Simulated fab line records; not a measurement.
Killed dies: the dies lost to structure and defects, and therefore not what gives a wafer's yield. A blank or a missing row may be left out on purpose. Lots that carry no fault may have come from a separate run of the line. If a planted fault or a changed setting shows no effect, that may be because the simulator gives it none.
Split-lot experiment	flow n5_finfet	7 lots, 21 wafers read, on a route of 1938 steps

## THE SPLIT ITSELF
At N5_BEOL_M13_DEP_53 (deposits SiCN from 3MS/NH3, target thk 50 nm, time 17.8 s), the setting time_s was moved away from the recipe's 17.8 s on 8 of the 21 wafers read, by -10.3% to +13.9%. The other wafers ran this setting at the recipe's value.

The reading comes from the split's own step.

## THE READING
SiCN_of_BEOL_M13_DEP_53.thk_nm (the simulator's own value, which no gauge read), in nm, at N5_BEOL_M13_DEP_53 (deposits SiCN from 3MS/NH3, target thk 50 nm, time 17.8 s). The file does not state a usual value for it. Here, 13 wafers ran the recipe; their average is 50.0 nm with a standard deviation of 0.88 nm.

wafer	tool, chamber at the split	time_s as run, s	against the recipe	SiCN_of_BEOL_M13_DEP_53.thk_nm, nm	against lot-mates on the recipe
L079.2	pecvd-01, 1	19.68	+10.6%	56.8	no lot-mate on the recipe
L079.5	pecvd-01, 2	19.68	+10.6%	56.4	no lot-mate on the recipe
L079.6	pecvd-01, 0	19.68	+10.6%	57.4	no lot-mate on the recipe
L081.1	pecvd-04, 0	15.97	-10.3%	44.8	-6.0
L081.3	pecvd-04, 2	17.8	recipe	50.6	-
L081.5	pecvd-04, 1	17.8	recipe	51	-
L083.1	pecvd-04, 1	17.8	recipe	49	-
L083.3	pecvd-04, 0	17.8	recipe	48	-
L083.4	pecvd-04, 0	17.8	recipe	49.4	-
L084.2	pecvd-01, 1,2	17.8	recipe	50	-
L084.6	pecvd-01, 1,2	17.8	recipe	50	-
L084.5	pecvd-01, 1	17.8	recipe	51.4	-
L091.2	pecvd-04, 0	17.8	recipe	49.4	-
L091.4	pecvd-04, 1,2	18.99	+6.7%	53.2	+3.8
L091.6	pecvd-04, 1,2	18.99	+6.7%	53.2	+3.8
L094.1	pecvd-01, 0	17.8	recipe	50.2	-
L094.2	pecvd-01, 2	19.63	+10.3%	54.4	+3.9
L094.3	pecvd-01, 1	17.8	recipe	50.8	-
L095.1	pecvd-03, 2	20.27	+13.9%	55.8	+5.6
L095.2	pecvd-03, 1	17.8	recipe	50.6	-
L095.3	pecvd-03, 0	17.8	recipe	49.8	-
Rows listing several chambers each stand for several wafers; the file does not say which wafer went through which chamber.

FIT RESULTS
A straight line over all 21 wafers: SiCN_of_BEOL_M13_DEP_53.thk_nm changes by +0.527 nm for each +1% of time_s; r = +0.95; the points scatter about the line by 1 nm.
The same after taking each lot's own level away (the mean of its wafers on the recipe; 18 wafers): +0.472 nm for each +1%; r = +0.97; scatter 0.65 nm.
The reading moves by 6.6 nm for the largest change in time_s, on that fit.
From 48.80 to 50.80 nm: that is the span of the lots' own levels, equal to 2.3 times the standard deviation above.
So the slope is not independent of the lot-to-lot level: the two fits are not the same.
Check: for one of the wafers moved furthest among these (+13.9%), held out of the fit, the line's prediction against its lot-mates is +7.01 nm. Against them it came out at +5.6 nm.

## THE OTHER SPLITS THESE WAFERS WENT THROUGH
These wafers also went through other splits before the reading. Each is held against what the fit with the lots' levels taken away leaves over:
other split on the same wafers	wafers away from the commonest value	r with SiCN_of_BEOL_M13_DEP_53.thk_nm (lot level and that fit taken away)
N5_BEOL_M12_COAT_66 spin_rpm	5	-0.21
N5_BEOL_M12_DEP_53 time_s	6	-0.21
N5_BEOL_M13_ILD_DEP_00 time_s	7	+0.14

## THE FILE'S OWN FIT
SiCN_of_BEOL_M13_DEP_53.thk_nm changes by +0.457 nm for each +1% of time_s, r = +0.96.
